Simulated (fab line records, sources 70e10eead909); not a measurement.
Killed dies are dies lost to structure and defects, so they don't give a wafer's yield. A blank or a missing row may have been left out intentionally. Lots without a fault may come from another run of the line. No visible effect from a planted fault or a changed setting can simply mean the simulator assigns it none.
Problem report, 8D (eight disciplines) form, completed by code | flow nandHarc | the parts of the form that need people (team, actions taken, sign-off) are left out

## 1. THE PROBLEM
oesProductAu at NHARC_P_M2_ETCH_35 reads a mean of 0.874 a.u. on 6 wafers of 2 lots; wafers without a fault read 0.996 a.u. with a standard deviation of 0.01. That is -12 standard deviations from the usual mean.
The step: etches the open film in N2/H2, target depth 40 nm, overetch 12 nm, time 43.94 s.
Earliest sighting: wafer L294.1 on rieDiel-09 at day 11 17:23. The record has a number at this step for 36 wafers belonging to 12 lots. The rule behind "out" and "out of limits": a value lying over 4 standard deviations away from the usual mean. The rest of the wafers with a number are treated as sound.

## 2. WHAT THIS IS AND IS NOT
question                    | is                     | is not
which readings at this step | oesProductAu           | biasW, drypumpMotorCurrentA, rfVppV, showerheadPlenumPTorr, throttleValvePct
which lots                  | L293, L294             | L282, L283, L284, L285, L288, L290, L291, L302, L303, L304
which wafers of those lots  | all that have a number | -
read on which tools         | rieDiel-09             | rieDiel-02, rieDiel-08
when                        | from day 11 17:23      | up to then (21 sound wafers); but 9 sound wafers of L302, L303, L304 came after

## 3. WHAT RULES OUT EACH SUSPECT
Counting: a tool at any process step up to the reading remains a suspect when it ran all the lots that are out and ran no sound lot after the first of those.
- pvdSputter-02 at NHARC_P_M1_DEGAS_29 (time 60 s): ruled out as a lasting fault. After its first lot that is out, L294 (day 11 14:10), sound lots L302 ran on it.
- rieDiel-09 at NHARC_P_M2_ETCH_35 (etches the open film in N2/H2, target depth 40 nm, overetch 12 nm, time 43.94 s): kept. It processed each lot that is out, first L294 at day 11 17:23, and no sound lot thereafter; up to then, the last sound lot it processed was L291 at day 10 20:18. Its own readings are out on those wafers: oesProductAu.
Remaining after the count: rieDiel-09 at NHARC_P_M2_ETCH_35.

## 4. THE CAUSE (what the simulator had put in)
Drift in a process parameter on rieDiel-09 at NHARC_P_M2_ETCH_35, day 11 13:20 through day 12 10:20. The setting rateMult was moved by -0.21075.
Counting left only this tool.

## 5. THE CHAIN OF EFFECTS, in route order
Rows list readings where the struck wafers' mean (over those with a number) sits beyond 3 standard deviations from the usual. Readings are gone through only where the record gives a usual standard deviation; hours: the median, over the lots, of the time from a lot's start at the first step in this table giving one to that lot's start at this step; sigmas: the change measured in usual standard deviations.
hours | step               | reading      | usual      | on struck wafers | change | sigmas
0     | NHARC_P_M2_ETCH_35 | oesProductAu | 0.996 a.u. | 0.874            | -0.122 | -12
Its process steps:
- NHARC_P_M2_ETCH_35: etches the open film in N2/H2, target depth 40 nm, overetch 12 nm, time 43.94 s.

## 6. WHAT WOULD HAVE CAUGHT IT SOONER
In this record no reading fell out of limits until day 11 17:23, 4 hours after the fault had begun at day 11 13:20.
